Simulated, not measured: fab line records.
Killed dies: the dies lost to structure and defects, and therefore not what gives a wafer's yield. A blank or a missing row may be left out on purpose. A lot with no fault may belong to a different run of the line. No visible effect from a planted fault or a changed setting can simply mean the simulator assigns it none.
fab line records	flow nandHarc
record: lots: 7	wafers: 21	lastDay: 24
route steps=1159 shown A_STAIRCASE@698 END@1159
lots with no fault: from the same line, run without faults
startH: start of the lot's first displayed wafer, in hours after the record's first day	waitH: time in hours since the lot's previous step	" identical to the entry in the row above	L1.1+2: several wafers, shown together as one row	- either no value or no given start	* or withheld: withheld	< > ~ a bound
route shown NAME@n: names a module that has steps shown in the file, with the first one's number in the route	usual: mean/standard deviation taken from wafers without a fault	same: alike in all rows	chamber/n: place in a boat	sites: per-site readings	_std_site: their standard deviation	_edge_site: the outer-site mean with the inner-site mean subtracted	radiusMm: how far each site lies from the wafer's centre	mask NAME#n: copy n	behind: the tool/chamber that last shaped the wafer	hold: why the lot was held/for how many hours/how that ended	device: whichever transistor did not switch (one of n, p or np)	end of line: the route-end tests of the same wafers	where a step has no rows: the recipe by itself	killed: at the first sort, the dies lost to defects and structure; wafer yield is something else	map: the dies of a wafer, with x for killed, . for not killed, _ for no die there
set.NAME: setting as actually run; set.NAME@STEP: the setting as run at that earlier step	model.NAME: the simulator's own value behind a step, which no gauge read
lots at selected steps of the route; one table per step, one row per wafer
services: a tool's chamber out of use, with start hour (startH, from the record's first day; less than 0 if before it), hours out, and reason
== steps ==
step: NHARC_A_STAIRCASE_ALD_415
recipe: targetThkA: 300	pulseTimeS: 6	aldCycles: 300	tempC: 300	material: SiO2
usual: heaterPowerW: 484/57	precursorPulseHeightRel: 1.002/0.019	susceptorTempC: 300.02/0.18
lot.wafer	tool	chamber	startH	waitH	heaterPowerW	precursorPulseHeightRel	susceptorTempC
L737.3	aldHk-03	3	276.92	0.1	525	0.978	300.08
L737.1	"	1	"	"	559	1.005	299.86
L737.2	"	2	"	"	381	0.966	299.85
L736.3	aldHk-03	0	281.99	0.1	501	0.996	300.03
L736.2	"	1	"	"	550	1.000	300.32
L736.5	"	0	"	"	509	0.975	299.73
L738.3	aldHk-04	1	288.25	0.3	483	1.035	299.82
L738.1	"	3	"	"	453	0.993	299.94
L738.5	"	0	"	"	476	1.000	300.25
L740.2	aldHk-01	1	289.68	0.4	512	0.978	299.86
L740.1	"	3	"	"	562	0.981	300.24
L740.5	"	1	"	"	533	0.990	299.88
L741.3	aldHk-03	1	299.44	0.3	557	0.972	299.91
L741.2	"	2	"	"	392	1.009	300.10
L741.6	"	0	"	"	485	1.019	300.08
L753.2	aldHk-03	2	371.83	0.1	401	1.003	300.18
L753.1	"	3	"	"	467	1.030	300.10
L753.4	"	0	"	"	514	1.022	299.92
L757.4	aldHk-04	2	402.71	0.1	534	1.026	299.66
L757.1	"	0	"	"	480	1.017	299.97
L757.2	"	1	"	"	482	1.032	299.68
step: NHARC_A_STAIRCASE_ETCHBACK_416
recipe: targetDepthA: 360	timeS: 7.2	c4f8FlowSccm: withheld	o2FlowSccm: 8	arFlowSccm: withheld	rfW: 600	biasW: 800	chemistry: C4F8/O2/Ar
usual: biasW: 799.9/2.4	oesProductAu: 0.942/0.029	rfVppV: 723/3.5
lot.wafer	tool	chamber	startH	waitH	biasW	oesProductAu	rfHoursCounterH	rfVppV
L737.3	rieDiel-09	3	-	-	798.0	1.008	8	727
L737.1	"	0	"	"	797.3	0.999	9	724
L737.2	"	2	"	"	798.1	1.004	7	725
L736.3	rieDiel-06	1	-	-	797.9	0.921	14	721
L736.2	"	3	"	"	798.7	0.937	15	725
L736.5	"	0	"	"	800.9	0.925	-	717
L738.1	rieDiel-09	3	-	-	800.3	0.926	12	724
L738.3	"	0	"	"	799.0	0.933	13	722
L738.5	"	1	"	"	799.3	0.923	-	725
L740.2	rieDiel-07	2	-	-	798.2	0.920	22	727
L740.1	"	0	"	"	797.5	0.939	23	719
L740.5	"	3	"	"	799.4	0.924	-	726
L741.2	rieDiel-06	0	-	-	799.5	0.928	20	717
L741.3	"	1	"	"	795.6	0.919	21	720
L741.6	"	0	"	"	800.7	0.927	-	716
L753.2	rieDiel-07	2	-	-	798.8	0.931	44	726
L753.1	"	3	"	"	799.7	0.932	51	725
L753.4	"	2	"	"	798.0	0.930	-	727
L757.4	rieDiel-07	1	-	-	802.3	0.930	65	718
L757.2	"	2	"	"	802.1	0.928	55	727
L757.1	"	3	"	"	801.3	0.933	62	725
step: NHARC_A_STAIRCASE_STRIP_476
recipe: timeS: 20	o2FlowSccm: 500	arFlowSccm: 0	biasW: 0	chemistry: O2
usual: drypumpMotorCurrentA: 5.9/0.49	o2FlowSccm: 500.1/1.6	oesProductAu: 1.002/0.0086	rfVppV: 57.8/0.92	showerheadPlenumPTorr: 3.51/0.12	throttleValvePct: 17.035/0.0093
same: biasW: 0
lot.wafer	tool	chamber	startH	waitH	drypumpMotorCurrentA	o2FlowSccm	oesProductAu	rfHoursCounterH	rfVppV	showerheadPlenumPTorr	throttleValvePct
L737.2	rieDiel-09	3	279.10	0.1	6.4	499.0	1.000	8	57.1	3.59	17.036
L737.3	"	0	"	"	4.8	499.8	0.999	9	56.8	3.51	17.045
L737.1	"	1	"	"	5.8	500.3	0.992	8	57.9	3.59	17.032
L736.2	rieDiel-06	3	284.16	0.1	6.1	499.8	1.019	15	56.5	3.57	17.033
L736.3	"	1	"	"	6.0	498.3	1.005	14	57.6	3.43	17.037
L736.5	"	3	"	"	6.1	499.6	1.020	-	58.5	3.57	17.034
L738.3	rieDiel-09	1	290.24	0.1	5.8	498.4	0.987	10	58.8	3.59	17.027
L738.1	"	0	"	"	4.8	500.3	0.998	13	58.5	3.51	17.055
L738.5	"	1	"	"	5.8	498.0	0.995	-	58.1	3.59	17.022
L740.2	rieDiel-07	2	291.62	0.1	5.7	501.8	1.009	22	58.8	3.67	17.021
L740.1	"	1	"	"	5.7	497.2	1.019	24	56.0	3.33	17.023
L740.5	"	2	"	"	5.8	501.7	1.001	-	58.8	3.67	17.026
L741.2	rieDiel-06	2	301.39	0.1	5.0	498.2	0.998	20	57.6	3.60	17.045
L741.3	"	0	"	"	5.6	499.0	1.024	20	56.4	3.30	17.042
L741.6	"	0	"	"	5.6	498.0	1.014	-	59.0	3.30	17.046
L753.1	rieDiel-07	1	374.15	0.2	5.8	500.6	1.010	55	58.1	3.31	17.029
L753.2	"	3	"	"	6.4	498.7	1.009	51	58.0	3.58	17.030
L753.4	"	2	"	"	5.7	499.1	1.015	-	60.2	3.66	17.048
L757.4	rieDiel-07	0	404.86	0.1	6.5	502.5	1.011	60	58.2	3.37	17.047
L757.2	"	2	"	"	5.8	500.7	1.002	55	57.2	3.65	17.026
L757.1	"	3	"	"	6.4	498.0	1.006	62	58.1	3.57	17.041
step: NHARC_A_STAIRCASE_DEP_417
recipe: targetThkA: 600	stepCoveragePct: 20	tempC: 400	targetThkNm: 60	flowSccm: 200	rfW: 450	material: Si3N4
step: NHARC_A_STAIRCASE_WET_418
recipe: tempC: 160	targetDepthA: 200	chemistry: H3PO4
step: NHARC_A_STAIRCASE_PRECLEAN_419
recipe: timeS: *	tempC: 50	bathAgeMin: 0	chemistry: SC1
step: NHARC_A_STAIRCASE_SRD_421
step: NHARC_A_STAIRCASE_ALD_420
recipe: targetThkA: 200	pulseTimeS: 6	aldCycles: 200	tempC: 300	material: SiO2
step: NHARC_A_STAIRCASE_CVD_552
recipe: targetThkA: 400	tempC: 700	pressureMtorr: 300	material: SiNx
step: NHARC_A_STAIRCASE_DEP_151
recipe: targetThkA: 38000	tempC: 400	targetThkNm: 3800	teosFlowSccm: 200	rfW: 500	material: SiO2
step: NHARC_A_STAIRCASE_ANNEAL_320
recipe: tempC: 750	timeS: 1800
step: NHARC_A_STAIRCASE_DEP_322
recipe: targetThkA: 38000	tempC: 400	targetThkNm: 3800	teosFlowSccm: 200	rfW: 500	material: SiO2
usual: heaterPowerW: 672/82	susceptorTempC: 400.03/0.21
lot.wafer	tool	chamber	startH	waitH	heaterPowerW	susceptorTempC
L737.3	pecvd-01	0	298.40	0.1	736	400.24
L737.1	"	1	"	"	740	399.81
L737.2	"	2	"	"	819	399.83
L736.2	pecvd-01	2	304.34	0.1	776	400.24
L736.3	"	1	"	"	777	400.33
L736.5	"	1	"	"	655	400.23
L738.3	pecvd-01	0	304.91	0.6	695	399.82
L738.1	"	1	"	"	755	400.05
L738.5	"	0	"	"	634	400.22
L740.1	pecvd-04	1	311.52	0.2	639	400.19
L740.2	"	2	"	"	602	399.76
L740.5	"	1	"	"	562	399.76
L741.3	pecvd-01	0	323.76	0.1	721	400.02
L741.2	"	2	"	"	738	399.79
L741.6	"	0	"	"	639	400.19
L753.1	pecvd-04	1	391.47	0.2	697	399.87
L753.2	"	2	"	"	645	400.04
L753.4	"	1	"	"	589	400.15
L757.1	pecvd-04	2	424.27	0.1	670	399.93
L757.2	"	0	"	"	604	400.15
L757.4	"	1	"	"	585	400.08
step: NHARC_A_STAIRCASE_ANNEAL_323
recipe: tempC: 750	timeS: 1800
step: NHARC_A_STAIRCASE_DEP_325
recipe: targetThkA: 38000	tempC: 400	targetThkNm: 3800	teosFlowSccm: 200	rfW: 500	material: SiO2
step: NHARC_A_STAIRCASE_ANNEAL_326
recipe: tempC: 750	timeS: 1800
step: NHARC_A_STAIRCASE_DEHYDRATE_433
recipe: tempC: 150	timeS: 120
step: NHARC_A_STAIRCASE_HMDS_434
recipe: timeS: 30
step: NHARC_A_STAIRCASE_COAT_435
recipe: spinRpm: 1200
step: NHARC_A_STAIRCASE_SOFTBAKE_436
recipe: tempC: 135	timeS: 170
step: NHARC_A_STAIRCASE_EBR_437
step: NHARC_A_STAIRCASE_EXPOSE_438
recipe: na: 0.5	doseMj: 28.97	maskId: STAIR_REV
step: NHARC_A_STAIRCASE_PEB_439
recipe: pebTempC: 115	pebTimeS: 130
step: NHARC_A_STAIRCASE_DEVELOP_440
recipe: timeS: 140
step: NHARC_A_STAIRCASE_HARDBAKE_442
recipe: tempC: 120	timeS: 140
step: NHARC_A_STAIRCASE_DESCUM_443
recipe: timeS: 3	o2FlowSccm: 200	arFlowSccm: 0	biasPowerW: 0	chemistry: O2
usual: drypumpMotorCurrentA: 5.8/0.5	o2FlowSccm: 200.0/0.57	oesProductAu: 1.002/0.0097	rfVppV: 57.7/0.82	showerheadPlenumPTorr: 1.91/0.063	throttleValvePct: 11.311/0.0099
lot.wafer	tool	chamber	startH	waitH	drypumpMotorCurrentA	o2FlowSccm	oesProductAu	rfHoursCounterH	rfVppV	showerheadPlenumPTorr	throttleValvePct
L737.3	rieDiel-07	0	314.97	-	6.5	200.6	1.005	32	57.1	1.83	11.300
L737.1	"	2	"	"	5.8	201.1	1.010	30	57.3	1.99	11.319
L737.2	"	3	"	"	6.4	199.9	1.007	29	57.9	1.95	11.303
L736.2	rieDiel-07	1	321.67	-	5.8	201.3	1.013	35	55.7	1.80	11.320
L736.3	"	2	"	"	5.7	200.2	0.999	32	57.3	1.99	11.325
L736.5	"	1	"	"	5.8	200.2	1.018	-	56.1	1.80	11.314
L738.1	rieDiel-07	0	321.72	-	6.5	199.9	1.015	34	58.3	1.83	11.306
L738.3	"	1	"	"	5.8	200.3	1.031	35	58.2	1.80	11.314
L738.5	"	1	"	"	5.8	200.1	1.017	-	57.1	1.80	11.298
L740.1	rieDiel-06	2	331.24	-	5.0	199.6	1.003	30	58.9	1.95	11.306
L740.2	"	1	"	"	6.1	199.6	0.991	31	57.9	1.85	11.298
L740.5	"	3	"	"	6.1	199.2	0.995	-	57.0	1.94	11.322
L741.2	rieDiel-06	3	343.95	-	6.1	199.1	0.998	26	57.5	1.94	11.307
L741.3	"	1	"	"	6.1	198.6	0.989	36	56.9	1.85	11.324
L741.6	"	2	"	"	5.0	200.9	1.011	-	57.9	1.95	11.285
L753.4	rieDiel-09	2	409.49	-	6.2	200.0	1.003	49	56.6	1.94	11.300
L753.2	"	3	"	"	6.3	199.0	0.992	50	58.0	1.93	11.303
L753.1	"	1	"	"	5.7	199.3	1.012	56	58.8	1.93	11.297
L757.1	rieDiel-09	1	442.06	-	5.8	200.7	0.995	1	57.5	1.93	11.305
L757.2	"	2	"	"	6.2	200.3	0.996	1	57.3	1.94	11.321
L757.4	"	3	"	"	6.3	200.3	0.993	1	58.7	1.93	11.322
step: NHARC_A_STAIRCASE_ETCH_444
recipe: targetDepthA: 1.02e+05	timeS: 3400	c4f8FlowSccm: 20	o2FlowSccm: 10	arFlowSccm: withheld	rfW: 600	biasW: 1000	chemistry: C4F8/O2
step: NHARC_A_STAIRCASE_STRIP_446
recipe: powerW: 1500	tempC: 250	chemistry: O2
step: NHARC_A_STAIRCASE_STRIP_447
recipe: timeS: 900	tempC: 130	chemistry: SPM
step: NHARC_A_STAIRCASE_PRECLEAN_448
recipe: timeS: *	tempC: 50	bathAgeMin: 0	chemistry: SC1
step: NHARC_A_STAIRCASE_SRD_449
step: NHARC_A_STAIRCASE_CMP_450
recipe: targetThkNm: 200	material: SiO2
usual: motorCurrentA: 12.2/1.1
lot.wafer	tool	chamber	startH	waitH	motorCurrentA
L737.3	cmp-02	3	318.13	-	10.7
L737.2	"	0	"	"	12.9
L737.1	"	2	"	"	12.3
L736.3	cmp-01	3	324.95	-	13.3
L736.2	"	1	"	"	12.8
L736.5	"	3	"	"	13.2
L738.3	cmp-03	3	326.27	-	12.3
L738.1	"	1	"	"	13.4
L738.5	"	3	"	"	12.4
L740.2	cmp-02	3	334.94	-	10.6
L740.1	"	0	"	"	12.7
L740.5	"	2	"	"	12.3
L741.3	cmp-02	3	347.79	-	11.1
L741.2	"	2	"	"	11.8
L741.6	"	3	"	"	10.0
L753.1	cmp-01	0	412.64	-	10.6
L753.4	"	1	"	"	13.7
L753.2	"	2	"	"	12.4
L757.1	cmp-01	0	445.22	-	10.7
L757.2	"	1	"	"	13.4
L757.4	"	2	"	"	11.8
step: NHARC_A_STAIRCASE_CMP_152
step: NHARC_A_STAIRCASE_SRD_154
step: NHARC_A_STAIRCASE_ETCH_403
recipe: targetDepthA: 1082	chemistry: dHF	material: SiO2
step: NHARC_A_STAIRCASE_ETCHBACK_422
recipe: targetDepthA: 400	overEtchFrac: 0.3	timeS: 74.286	ionEnergyEv: 120	ch3fFlowSccm: 50	o2FlowSccm: 30	arFlowSccm: 200	rfW: 500	biasW: 100	chemistry: CH3F/O2
step: NHARC_A_STAIRCASE_ETCH_423
recipe: targetDepthA: 300	chemistry: dHF	material: SiO2
step: NHARC_END_SORT_01
recipe: tempC: 25
usual: killedAtArray: 26/11	killedAtOther: 0.6/1	killedAtPeriphery: 3.1/2.1	killedDies: 30/11	killedOpen: 3.4/1.8	killedShort: 2.1/1.5
same: grossDies: 677
lot.wafer	tool	chamber	startH	waitH	killedAtArray	killedAtOther	killedAtPeriphery	killedDies	killedOpen	killedShort
L736.2	prober-01	0	465.99	2.8	670	2	5	677	1	4
L736.3	prober-01	0	466.80	3.1	674	1	2	677	5	2
L736.5	prober-01	0	468.42	3.7	672	0	5	677	4	0
L738.1	prober-02	0	472.96	2.5	675	0	2	677	3	3
L738.3	prober-02	0	474.54	3.1	673	0	4	677	4	6
L738.5	prober-02	0	476.13	3.7	672	0	5	677	5	0
L741.2	prober-01	0	503.11	2.8	674	1	2	677	1	1
L741.3	prober-01	0	503.91	3.1	675	0	2	677	2	1
L741.6	prober-01	0	506.30	4.0	676	0	1	677	5	1
killed by level:class
L736.2 A_STAIRCASE:areaDep=664 A_CHANNEL_HOLE_D1:chamberFilmFlake=3 P_GATE:chamberFilmFlake=2 THIN_TSV:chamberFilmFlake=2 P_CONTACT:geometricParticle:short=1 P_M0:geometricParticle:short=1 A_CHANNEL_FILL_D1:geometricParticle:short=1 A_CONTACT:geometricParticle:short=1
L736.3 A_STAIRCASE:areaDep=660 A_CONTACT:chamberFilmFlake=5 A_SGD_CUT:geometricParticle:short=2 A_CONTACT:geometricParticle:open=2 P_CONTACT:geometricParticle:open=1 A_SGD_CUT:geometricParticle:open=1 A_M0:geometricParticle:open=1 P_STI:chamberFilmFlake=1
L736.5 A_STAIRCASE:areaDep=662 A_CONTACT:geometricParticle:open=2 P_STI:chamberFilmFlake=2 P_GATE:chamberFilmFlake=2 A_WL_FILL:chamberFilmFlake=2 A_CONTACT:chamberFilmFlake=2 P_CONTACT:geometricParticle:open=1 A_CHANNEL_FILL_D1:geometricParticle:open=1
L738.1 A_STAIRCASE:areaDep=659 A_CHANNEL_HOLE_D1:chamberFilmFlake=8 A_ONON_D1:geometricParticle:open=1 A_ONON_D1:geometricParticle:short=1 A_STAIRCASE:geometricParticle:short=1 A_BLC:geometricParticle:open=1 A_M0:geometricParticle:short=1 A_M0:geometricParticle:open=1
L738.3 A_STAIRCASE:areaDep=648 A_CHANNEL_HOLE_D1:chamberFilmFlake=15 P_GATE:geometricParticle:open=2 A_CHANNEL_FILL_D1:geometricParticle:short=2 A_WL_FILL:geometricParticle:short=2 A_CONTACT:chamberFilmFlake=2 A_ONON_D1:geometricParticle:short=1 A_ONON_D1:geometricParticle:open=1
L738.5 A_STAIRCASE:areaDep=655 A_CHANNEL_HOLE_D1:chamberFilmFlake=10 A_CONTACT:chamberFilmFlake=5 P_GATE:chamberFilmFlake=2 P_STI:geometricParticle:open=1 P_GATE:geometricParticle:open=1 P_M1:geometricParticle:open=1 A_CHANNEL_FILL_D1:geometricParticle:open=1
L741.2 A_STAIRCASE:areaDep=645 A_SLIT:chamberFilmFlake=9 A_CONTACT:chamberFilmFlake=7 A_CHANNEL_HOLE_D1:chamberFilmFlake=6 A_SGD_CUT:chamberFilmFlake=4 P_M0:geometricParticle:open=1 A_WL_FILL:geometricParticle:short=1 P_STI:chamberFilmFlake=1
L741.3 A_STAIRCASE:areaDep=639 A_CONTACT:chamberFilmFlake=10 A_SLIT:chamberFilmFlake=9 A_SGD_CUT:chamberFilmFlake=8 A_CHANNEL_HOLE_D1:chamberFilmFlake=3 A_CHANNEL_FILL_D1:chamberFilmFlake=2 A_CHANNEL_FILL_D1:geometricParticle:short=1 A_SGD_CUT:geometricParticle:open=1
L741.6 A_STAIRCASE:areaDep=645 A_SLIT:chamberFilmFlake=14 A_CHANNEL_HOLE_D1:chamberFilmFlake=4 A_CONTACT:chamberFilmFlake=4 A_ONON_D1:geometricParticle:open=2 A_CONTACT:geometricParticle:open=2 A_CHANNEL_FILL_D1:geometricParticle:short=1 A_SGD_CUT:geometricParticle:open=1
map L736.2 (x killed, . not)
____________x____________
_________xxxxxxx_________
_______xxxxxxxxxxx_______
______xxxxxxxxxxxxx______
_____xxxxxxxxxxxxxxx_____
____xxxxxxxxxxxxxxxxx____
____xxxxxxxxxxxxxxxxx____
___xxxxxxxxxxxxxxxxxxx___
___xxxxxxxxxxxxxxxxxxx___
__xxxxxxxxxxxxxxxxxxxxx__
__xxxxxxxxxxxxxxxxxxxxx__
_xxxxxxxxxxxxxxxxxxxxxxx_
_xxxxxxxxxxxxxxxxxxxxxxx_
_xxxxxxxxxxxxxxxxxxxxxxx_
_xxxxxxxxxxxxxxxxxxxxxxx_
_xxxxxxxxxxxxxxxxxxxxxxx_
xxxxxxxxxxxxxxxxxxxxxxxxx
xxxxxxxxxxxxxxxxxxxxxxxxx
xxxxxxxxxxxxxxxxxxxxxxxxx
xxxxxxxxxxxxxxxxxxxxxxxxx
xxxxxxxxxxxxxxxxxxxxxxxxx
_xxxxxxxxxxxxxxxxxxxxxxx_
_xxxxxxxxxxxxxxxxxxxxxxx_
_xxxxxxxxxxxxxxxxxxxxxxx_
_xxxxxxxxxxxxxxxxxxxxxxx_
_xxxxxxxxxxxxxxxxxxxxxxx_
__xxxxxxxxxxxxxxxxxxxxx__
__xxxxxxxxxxxxxxxxxxxxx__
___xxxxxxxxxxxxxxxxxxx___
___xxxxxxxxxxxxxxxxxxx___
____xxxxxxxxxxxxxxxxx____
____xxxxxxxxxxxxxxxxx____
_____xxxxxxxxxxxxxxx_____
______xxxxxxxxxxxxx______
_______xxxxxxxxxxx_______
_________xxxxxxx_________
____________x____________
map L738.1 (x killed, . not)
____________x____________
_________xxxxxxx_________
_______xxxxxxxxxxx_______
______xxxxxxxxxxxxx______
_____xxxxxxxxxxxxxxx_____
____xxxxxxxxxxxxxxxxx____
____xxxxxxxxxxxxxxxxx____
___xxxxxxxxxxxxxxxxxxx___
___xxxxxxxxxxxxxxxxxxx___
__xxxxxxxxxxxxxxxxxxxxx__
__xxxxxxxxxxxxxxxxxxxxx__
_xxxxxxxxxxxxxxxxxxxxxxx_
_xxxxxxxxxxxxxxxxxxxxxxx_
_xxxxxxxxxxxxxxxxxxxxxxx_
_xxxxxxxxxxxxxxxxxxxxxxx_
_xxxxxxxxxxxxxxxxxxxxxxx_
xxxxxxxxxxxxxxxxxxxxxxxxx
xxxxxxxxxxxxxxxxxxxxxxxxx
xxxxxxxxxxxxxxxxxxxxxxxxx
xxxxxxxxxxxxxxxxxxxxxxxxx
xxxxxxxxxxxxxxxxxxxxxxxxx
_xxxxxxxxxxxxxxxxxxxxxxx_
_xxxxxxxxxxxxxxxxxxxxxxx_
_xxxxxxxxxxxxxxxxxxxxxxx_
_xxxxxxxxxxxxxxxxxxxxxxx_
_xxxxxxxxxxxxxxxxxxxxxxx_
__xxxxxxxxxxxxxxxxxxxxx__
__xxxxxxxxxxxxxxxxxxxxx__
___xxxxxxxxxxxxxxxxxxx___
___xxxxxxxxxxxxxxxxxxx___
____xxxxxxxxxxxxxxxxx____
____xxxxxxxxxxxxxxxxx____
_____xxxxxxxxxxxxxxx_____
______xxxxxxxxxxxxx______
_______xxxxxxxxxxx_______
_________xxxxxxx_________
____________x____________
== services ==
tool	chamber	startH	hours	kind
rieDiel-09	-	254.11	9.0	pm
rieDiel-06	-	275.48	0.3	repair
rieDiel-09	1	282.27	4.0	repair
rieDiel-09	2	285.48	8.2	repair
rieDiel-06	3	291.21	21.8	repair
rieDiel-07	1	310.76	2.2	repair
aldHk-03	-	322.75	10.0	pm
rieDiel-06	3	326.38	3.6	repair
pecvd-01	2	328.29	33.3	repair
rieDiel-06	0	328.72	43.8	repair
rieDiel-07	2	340.48	15.5	repair
rieDiel-09	3	360.57	16.6	repair
rieDiel-07	0	369.47	11.3	repair
rieDiel-07	-	372.31	0.6	repair
rieDiel-06	2	374.46	8.7	repair
rieDiel-09	2	387.51	13.8	repair
aldHk-03	-	404.76	2.3	repair
rieDiel-07	-	405.36	9.0	pm
rieDiel-09	0	410.33	6.5	repair
pecvd-01	-	418.47	13.0	pm
rieDiel-06	-	419.60	9.0	pm
rieDiel-07	1	422.99	18.9	repair
rieDiel-09	-	431.16	9.0	pm
rieDiel-09	3	443.81	16.4	repair
== key ==
firstSign: step: NHARC_END_SORT_01	reading: killedDies	direction: up	sigmas: 59	usual: 30	struck: 677
effect: step: NHARC_END_SORT_01	reading: killedAtArray	direction: up	sigmas: 59	usual: 26	struck: 673
moreKillsBornAt: NHARC_A_STAIRCASE_DEP_322@pecvd-01: 5877
metAt NHARC_A_STAIRCASE_DEP_322
struckWafers L736.2,L736.3,L736.5,L738.1,L738.3,L738.5,L741.2,L741.3,L741.6
laterRowsLeftOut L736.2,L736.3,L736.5,L738.1,L738.3,L738.5,L741.2,L741.3,L741.6
testerLeftOut L736,L738,L741
fault: kind: processParameterDrift	tool: pecvd-01	chamber: -	onsetH: 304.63	steps: NHARC_A_STAIRCASE_DEP_322	channel: targetThkNm	offset: -1719.4	shape: step	endH: 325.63	actsIn: theseRecipesOnly	stated: 3800
testerLeftOut: of these lots the tester's yield and bins aren't shown, on N5 and GAA mostly nor the transistor test; their killed dies are dies lost to structure and defects alone, not to doping, threshold or leakage, so they don't give the yield
laterRowsLeftOut: the simulator's readings of these wafers behind a module that went badly wrong aren't trusted and aren't shown, but for the sort
